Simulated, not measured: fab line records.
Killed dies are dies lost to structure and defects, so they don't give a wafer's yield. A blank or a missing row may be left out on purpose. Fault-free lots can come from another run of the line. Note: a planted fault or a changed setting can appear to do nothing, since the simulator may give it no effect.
Which of the tools did it? :: flow nandHarc :: Sampling: 12 lots, 35 wafers, 5 of 1159 route steps

WHAT THE GAUGES READ, wafer by wafer
NHARC_END_SORT_01. Usual: killedAtArray 29, standard deviation 8.4; killedAtOther 0.7, standard deviation 1.2; killedAtPeriphery 3.8, standard deviation 2.1; killedDies 33, standard deviation 9; killedOpen 3.4, standard deviation 2; killedShort 2.1, standard deviation 1.4.
lot: L325
measured: day 21 07:39
on: prober-01
killedAtArray: 33 29 29
killedAtOther: 0 0 0
killedAtPeriphery: 8 5 3
killedDies: 41 34 32
killedOpen: 5 5 1
killedShort: 2 1 2
flag: 

lot: L327
measured: day 21 07:44
on: prober-02
killedAtArray: 48 30 32
killedAtOther: 1 1 0
killedAtPeriphery: 2 5 6
killedDies: 51 36 38
killedOpen: 2 2 7
killedShort: 2 2 2
flag: 

lot: L343
measured: day 23 22:16
on: prober-01
killedAtArray: 675 52
killedAtOther: 2 2
killedAtPeriphery: 0 3
killedDies: 677 57
killedOpen: 2 6
killedShort: 2 2
flag: OFF

lot: L347
measured: day 24 20:58
on: prober-01
killedAtArray: 672 46 42
killedAtOther: 0 2 1
killedAtPeriphery: 5 3 5
killedDies: 677 51 48
killedOpen: 7 5 6
killedShort: 0 6 1
flag: OFF

WHICH TOOL RAN EACH LOT (tool, then ch and the chambers of the sampled wafers, then the start)
lot: L325
NHARC_A_STAIRCASE_STRIP_175: plasmaAsher-01 ch 0,1, day 11 01:46
NHARC_A_STAIRCASE_TRIM_189: rieDiel-12 ch 0,2,3, day 11 05:08 or earlier
NHARC_A_STAIRCASE_ETCH_199: rieDiel-12 ch 0,3, day 11 05:08
NHARC_A_STAIRCASE_TRIM_200: rieDiel-12 ch 0,1,2, day 21 07:39 or earlier

lot: L326
NHARC_A_STAIRCASE_STRIP_175: plasmaAsher-01 ch 0,1, day 11 02:20
NHARC_A_STAIRCASE_TRIM_189: rieDiel-08 ch 1,2, day 11 06:53 or earlier
NHARC_A_STAIRCASE_ETCH_199: rieDiel-08 ch 1,3, day 11 06:53
NHARC_A_STAIRCASE_TRIM_200: rieDiel-08 ch 1,3, day 11 07:04

lot: L327
NHARC_A_STAIRCASE_STRIP_175: plasmaAsher-01 ch 0,1, day 11 12:01
NHARC_A_STAIRCASE_TRIM_189: rieDiel-12 ch 1,2,3, day 11 15:24 or earlier
NHARC_A_STAIRCASE_ETCH_199: rieDiel-12 ch 1,2,3, day 11 15:24
NHARC_A_STAIRCASE_TRIM_200: rieDiel-12 ch 1,2, day 21 07:44 or earlier

lot: L331
NHARC_A_STAIRCASE_STRIP_175: plasmaAsher-02 ch 0,1, day 12 01:58
NHARC_A_STAIRCASE_TRIM_189: rieDiel-08 ch 0,1,3, day 12 05:11 or earlier
NHARC_A_STAIRCASE_ETCH_199: rieDiel-08 ch 0,1, day 12 05:11
NHARC_A_STAIRCASE_TRIM_200: rieDiel-08 ch 2,3, no start

lot: L334
NHARC_A_STAIRCASE_STRIP_175: plasmaAsher-02 ch 0,1, day 12 14:08
NHARC_A_STAIRCASE_TRIM_189: rieDiel-12 ch 1,2,3, day 12 17:53 or earlier
NHARC_A_STAIRCASE_ETCH_199: rieDiel-06 ch 0,2,3, day 12 17:53
NHARC_A_STAIRCASE_TRIM_200: rieDiel-06 ch 0,3, no start

lot: L332
NHARC_A_STAIRCASE_STRIP_175: plasmaAsher-02 ch 0,1, day 13 00:34
NHARC_A_STAIRCASE_TRIM_189: rieDiel-08 ch 0,1,2, day 13 03:40 or earlier
NHARC_A_STAIRCASE_ETCH_199: rieDiel-08 ch 0,3, day 13 03:40
NHARC_A_STAIRCASE_TRIM_200: rieDiel-08 ch 2,3, no start

lot: L336
NHARC_A_STAIRCASE_STRIP_175: plasmaAsher-01 ch 0,1, day 13 09:18
NHARC_A_STAIRCASE_TRIM_189: rieDiel-08 ch 1,2, day 13 14:31 or earlier
NHARC_A_STAIRCASE_ETCH_199: rieDiel-06 ch 0,1,3, day 13 14:31
NHARC_A_STAIRCASE_TRIM_200: rieDiel-06 ch 0,2,3, no start

lot: L335
NHARC_A_STAIRCASE_STRIP_175: plasmaAsher-02 ch 0,1, day 13 12:44
NHARC_A_STAIRCASE_TRIM_189: rieDiel-12 ch 2,3, day 13 16:08 or earlier
NHARC_A_STAIRCASE_ETCH_199: rieDiel-06 ch 0,2,3, day 13 16:08
NHARC_A_STAIRCASE_TRIM_200: rieDiel-06 ch 0,2,3, no start

lot: L339
NHARC_A_STAIRCASE_STRIP_175: plasmaAsher-02 ch 0,1, day 14 06:22
NHARC_A_STAIRCASE_TRIM_189: rieDiel-12 ch 0,1,3, day 14 11:25 or earlier
NHARC_A_STAIRCASE_ETCH_199: rieDiel-06 ch 1,2, day 14 11:25
NHARC_A_STAIRCASE_TRIM_200: rieDiel-06 ch 0,1,2, no start

lot: L341
NHARC_A_STAIRCASE_STRIP_175: plasmaAsher-02 ch 0,1, day 15 03:11
NHARC_A_STAIRCASE_TRIM_189: rieDiel-12 ch 0,3, day 15 07:09 or earlier
NHARC_A_STAIRCASE_ETCH_199: rieDiel-12 ch 2,3, day 15 07:09
NHARC_A_STAIRCASE_TRIM_200: rieDiel-12 ch 1,2,3, no start

lot: L343
NHARC_A_STAIRCASE_STRIP_175: plasmaAsher-02 ch 1, day 15 09:01
NHARC_A_STAIRCASE_TRIM_189: rieDiel-06 ch 1,3, day 15 12:38 or earlier
NHARC_A_STAIRCASE_ETCH_199: rieDiel-06 ch 1,2, day 15 12:38
NHARC_A_STAIRCASE_TRIM_200: rieDiel-06 ch 0,2, day 23 22:16 or earlier

lot: L347
NHARC_A_STAIRCASE_STRIP_175: plasmaAsher-01 ch 0, day 16 17:54
NHARC_A_STAIRCASE_TRIM_189: rieDiel-06 ch 2,3, day 16 20:56 or earlier
NHARC_A_STAIRCASE_ETCH_199: rieDiel-06 ch 0,3, day 16 20:56
NHARC_A_STAIRCASE_TRIM_200: rieDiel-06 ch 0,3, day 24 20:58 or earlier
- NHARC_A_STAIRCASE_STRIP_175: strips in O2.
- NHARC_A_STAIRCASE_TRIM_189: chemistry O2, time 211.2 s.
- NHARC_A_STAIRCASE_ETCH_199: etches the open film in C4F8/O2, target depth 100 nm, time 40.5 s.
- NHARC_A_STAIRCASE_TRIM_200: chemistry O2, time 211.2 s.

AS READ BY THE TOOLS THEMSELVES (means over the sampled wafers that have a number; for cases with no such wafer, the mark the record gives instead)
NHARC_A_STAIRCASE_STRIP_175. Usual: drypumpMotorCurrentA 5.8 A, standard deviation 0.55; heaterPowerW 326 W, standard deviation 22.
lot: L325
tool: plasmaAsher-01
drypumpMotorCurrentA (A): 5.9
heaterPowerW (W): 332
flag: 

lot: L326
tool: plasmaAsher-01
drypumpMotorCurrentA (A): 5.8
heaterPowerW (W): 343
flag: 

lot: L327
tool: plasmaAsher-01
drypumpMotorCurrentA (A): 5.8
heaterPowerW (W): 335
flag: 

lot: L331
tool: plasmaAsher-02
drypumpMotorCurrentA (A): 6.1
heaterPowerW (W): 308
flag: 

lot: L334
tool: plasmaAsher-02
drypumpMotorCurrentA (A): 6.1
heaterPowerW (W): 307
flag: 

lot: L332
tool: plasmaAsher-02
drypumpMotorCurrentA (A): 6.1
heaterPowerW (W): 303
flag: 

lot: L336
tool: plasmaAsher-01
drypumpMotorCurrentA (A): 5.8
heaterPowerW (W): 356
flag: 

lot: L335
tool: plasmaAsher-02
drypumpMotorCurrentA (A): 6.1
heaterPowerW (W): 312
flag: 

lot: L339
tool: plasmaAsher-02
drypumpMotorCurrentA (A): 5.6
heaterPowerW (W): 308
flag: 

lot: L341
tool: plasmaAsher-02
drypumpMotorCurrentA (A): 5.6
heaterPowerW (W): 302
flag: 

lot: L343
tool: plasmaAsher-02
drypumpMotorCurrentA (A): 6.6
heaterPowerW (W): 308
flag: 

lot: L347
tool: plasmaAsher-01
drypumpMotorCurrentA (A): 5.8
heaterPowerW (W): 355
flag: 

NHARC_A_STAIRCASE_TRIM_189. Usual: drypumpMotorCurrentA 5.8 A, standard deviation 0.48; oesProductAu 0.995 a.u., standard deviation 0.011; rfVppV 57.9 V, standard deviation 0.77; showerheadPlenumPTorr 3.53 Torr, standard deviation 0.12; throttleValvePct 17.037 %, standard deviation 0.0098.
lot: L325
tool: rieDiel-12
drypumpMotorCurrentA (A): 5.3
oesProductAu (a.u.): 0.996
rfVppV (V): 58.0
showerheadPlenumPTorr (Torr): 3.50
throttleValvePct (%): 17.039
flag: 

lot: L326
tool: rieDiel-08
drypumpMotorCurrentA (A): 6.1
oesProductAu (a.u.): 1.001
rfVppV (V): 57.0
showerheadPlenumPTorr (Torr): 3.45
throttleValvePct (%): 17.038
flag: 

lot: L327
tool: rieDiel-12
drypumpMotorCurrentA (A): 5.4
oesProductAu (a.u.): 0.988
rfVppV (V): 57.5
showerheadPlenumPTorr (Torr): 3.54
throttleValvePct (%): 17.040
flag: 

lot: L331
tool: rieDiel-08
drypumpMotorCurrentA (A): 5.9
oesProductAu (a.u.): 0.998
rfVppV (V): 58.3
showerheadPlenumPTorr (Torr): 3.53
throttleValvePct (%): 17.047
flag: 

lot: L334
tool: rieDiel-12
drypumpMotorCurrentA (A): 5.4
oesProductAu (a.u.): 0.993
rfVppV (V): 58.3
showerheadPlenumPTorr (Torr): 3.53
throttleValvePct (%): 17.042
flag: 

lot: L332
tool: rieDiel-08
drypumpMotorCurrentA (A): 6.1
oesProductAu (a.u.): 1.004
rfVppV (V): 57.5
showerheadPlenumPTorr (Torr): 3.48
throttleValvePct (%): 17.041
flag: 

lot: L336
tool: rieDiel-08
drypumpMotorCurrentA (A): 6.3
oesProductAu (a.u.): 0.994
rfVppV (V): 57.7
showerheadPlenumPTorr (Torr): 3.57
throttleValvePct (%): 17.041
flag: 

lot: L335
tool: rieDiel-12
drypumpMotorCurrentA (A): 5.2
oesProductAu (a.u.): 1.002
rfVppV (V): 58.0
showerheadPlenumPTorr (Torr): 3.49
throttleValvePct (%): 17.041
flag: 

lot: L339
tool: rieDiel-12
drypumpMotorCurrentA (A): 5.6
oesProductAu (a.u.): 0.986
rfVppV (V): 58.6
showerheadPlenumPTorr (Torr): 3.53
throttleValvePct (%): 17.029
flag: 

lot: L341
tool: rieDiel-12
drypumpMotorCurrentA (A): 5.4
oesProductAu (a.u.): 0.992
rfVppV (V): 57.0
showerheadPlenumPTorr (Torr): 3.48
throttleValvePct (%): 17.032
flag: 

lot: L343
tool: rieDiel-06
drypumpMotorCurrentA (A): 5.9
oesProductAu (a.u.): 0.988
rfVppV (V): 58.2
showerheadPlenumPTorr (Torr): 3.65
throttleValvePct (%): 17.035
flag: 

lot: L347
tool: rieDiel-06
drypumpMotorCurrentA (A): 6.1
oesProductAu (a.u.): 1.009
rfVppV (V): 57.9
showerheadPlenumPTorr (Torr): 3.60
throttleValvePct (%): 17.033
flag: 

NHARC_A_STAIRCASE_ETCH_199. Usual: oesProductAu 0.939 a.u., standard deviation 0.016; rfVppV 896 V, standard deviation 4.1; runLengthS 61.7 s, standard deviation 0.6.
lot: L325
tool: rieDiel-12
oesProductAu (a.u.): 0.931
rfVppV (V): 896
runLengthS (s): 61.4
flag: 

lot: L326
tool: rieDiel-08
oesProductAu (a.u.): 0.950
rfVppV (V): 900
runLengthS (s): 61.9
flag: 

lot: L327
tool: rieDiel-12
oesProductAu (a.u.): 0.930
rfVppV (V): 897
runLengthS (s): 61.2
flag: 

lot: L331
tool: rieDiel-08
oesProductAu (a.u.): 0.928
rfVppV (V): 899
runLengthS (s): 61.5
flag: 

lot: L334
tool: rieDiel-06
oesProductAu (a.u.): 0.935
rfVppV (V): 897
runLengthS (s): 61.9
flag: 

lot: L332
tool: rieDiel-08
oesProductAu (a.u.): 0.942
rfVppV (V): 892
runLengthS (s): 61.7
flag: 

lot: L336
tool: rieDiel-06
oesProductAu (a.u.): 0.939
rfVppV (V): 899
runLengthS (s): 61.8
flag: 

lot: L335
tool: rieDiel-06
oesProductAu (a.u.): 0.931
rfVppV (V): 897
runLengthS (s): 61.6
flag: 

lot: L339
tool: rieDiel-06
oesProductAu (a.u.): 0.954
rfVppV (V): 899
runLengthS (s): 61.7
flag: 

lot: L341
tool: rieDiel-12
oesProductAu (a.u.): 0.936
rfVppV (V): 893
runLengthS (s): 61.2
flag: 

lot: L343
tool: rieDiel-06
oesProductAu (a.u.): 0.925
rfVppV (V): 900
runLengthS (s): 68.3
flag: OFF

lot: L347
tool: rieDiel-06
oesProductAu (a.u.): 0.956
rfVppV (V): 898
runLengthS (s): 66.8
flag: OFF

NHARC_A_STAIRCASE_TRIM_200. Usual: drypumpMotorCurrentA 5.8 A, standard deviation 0.47; oesProductAu 0.996 a.u., standard deviation 0.011; rfVppV 57.8 V, standard deviation 0.87; showerheadPlenumPTorr 3.54 Torr, standard deviation 0.11; throttleValvePct 17.037 %, standard deviation 0.0096.
lot: L325
tool: rieDiel-12
drypumpMotorCurrentA (A): 5.8
oesProductAu (a.u.): 0.989
rfVppV (V): 58.4
showerheadPlenumPTorr (Torr): 3.57
throttleValvePct (%): 17.040
flag: 

lot: L326
tool: rieDiel-08
drypumpMotorCurrentA (A): 6.1
oesProductAu (a.u.): 0.992
rfVppV (V): 58.6
showerheadPlenumPTorr (Torr): 3.63
throttleValvePct (%): 17.031
flag: 

lot: L327
tool: rieDiel-12
drypumpMotorCurrentA (A): 5.8
oesProductAu (a.u.): 0.990
rfVppV (V): 57.9
showerheadPlenumPTorr (Torr): 3.62
throttleValvePct (%): 17.041
flag: 

lot: L331
tool: rieDiel-08
drypumpMotorCurrentA (A): 5.4
oesProductAu (a.u.): 1.004
rfVppV (V): 58.1
showerheadPlenumPTorr (Torr): 3.42
throttleValvePct (%): 17.035
flag: 

lot: L334
tool: rieDiel-06
drypumpMotorCurrentA (A): 5.5
oesProductAu (a.u.): 0.996
rfVppV (V): 58.1
showerheadPlenumPTorr (Torr): 3.54
throttleValvePct (%): 17.028
flag: 

lot: L332
tool: rieDiel-08
drypumpMotorCurrentA (A): 5.6
oesProductAu (a.u.): 1.007
rfVppV (V): 57.7
showerheadPlenumPTorr (Torr): 3.37
throttleValvePct (%): 17.034
flag: 

lot: L336
tool: rieDiel-06
drypumpMotorCurrentA (A): 5.8
oesProductAu (a.u.): 0.998
rfVppV (V): 57.4
showerheadPlenumPTorr (Torr): 3.58
throttleValvePct (%): 17.033
flag: 

lot: L335
tool: rieDiel-06
drypumpMotorCurrentA (A): 5.8
oesProductAu (a.u.): 0.990
rfVppV (V): 57.9
showerheadPlenumPTorr (Torr): 3.58
throttleValvePct (%): 17.048
flag: 

lot: L339
tool: rieDiel-06
drypumpMotorCurrentA (A): 5.7
oesProductAu (a.u.): 0.997
rfVppV (V): 58.3
showerheadPlenumPTorr (Torr): 3.56
throttleValvePct (%): 17.036
flag: 

lot: L341
tool: rieDiel-12
drypumpMotorCurrentA (A): 5.4
oesProductAu (a.u.): 1.001
rfVppV (V): 57.0
showerheadPlenumPTorr (Torr): 3.52
throttleValvePct (%): 17.034
flag: 

lot: L343
tool: rieDiel-06
drypumpMotorCurrentA (A): 5.7
oesProductAu (a.u.): 1.002
rfVppV (V): 57.0
showerheadPlenumPTorr (Torr): 3.52
throttleValvePct (%): 17.047
flag: 

lot: L347
tool: rieDiel-06
drypumpMotorCurrentA (A): 5.8
oesProductAu (a.u.): 1.001
rfVppV (V): 58.1
showerheadPlenumPTorr (Torr): 3.58
throttleValvePct (%): 17.029
flag: 

THE ANSWER, worked out from the rows above alone
Rule: take the mean of a lot's wafers that have a number; if it is more than 3 standard deviations from the usual mean, the lot is off. A lot without any number at a reading at which 4 lots or more have one is off too. Any other lot the step has rows for is counted as sound. After the gauges, taken in route order, come the tools' own readings; for these a lot's mean is taken, as printed above. The first step at which some lot is off is used, and at that step the reading that is off furthest; a lot without a number counts as furthest.
Off, at NHARC_END_SORT_01 on killedAtArray: L343, L347. Neither off nor sound, because the step has no rows for them: L326, L331, L334, L332, L336, L335, L339, L341.
A tool fits if, at a process step before that reading, it ran every lot that is off, and no sound lot after the first of them. Not tried: the gauges at NHARC_END_SORT_01; whatever is off there is also off at NHARC_A_STAIRCASE_ETCH_199, on other tools, and gauge error can't account for it. NHARC_A_STAIRCASE_TRIM_189 gives no start for some lots, so the hours and the order of its lots are those of NHARC_A_STAIRCASE_ETCH_199. NHARC_A_STAIRCASE_TRIM_200 gives no start for some lots, so the hours and the order of its lots are those of NHARC_END_SORT_01. One fits: rieDiel-06 at NHARC_A_STAIRCASE_TRIM_189 and NHARC_A_STAIRCASE_ETCH_199 and NHARC_A_STAIRCASE_TRIM_200. It ran no sound lot before its first lot that is off in this sample, so the start can't be narrowed down.
The tool's own readings at NHARC_A_STAIRCASE_TRIM_189 bear it out: on the lots that are off they differ by more than 5 times the standard deviation of the sound lots' means. drypumpMotorCurrentA reads 6.0 A there against 5.3 A on the sound lots; showerheadPlenumPTorr reads 3.62 Torr there against 3.52 Torr on the sound lots; throttleValvePct reads 17.034 % there against 17.040 % on the sound lots.

WHAT THE SIMULATOR PUT IN
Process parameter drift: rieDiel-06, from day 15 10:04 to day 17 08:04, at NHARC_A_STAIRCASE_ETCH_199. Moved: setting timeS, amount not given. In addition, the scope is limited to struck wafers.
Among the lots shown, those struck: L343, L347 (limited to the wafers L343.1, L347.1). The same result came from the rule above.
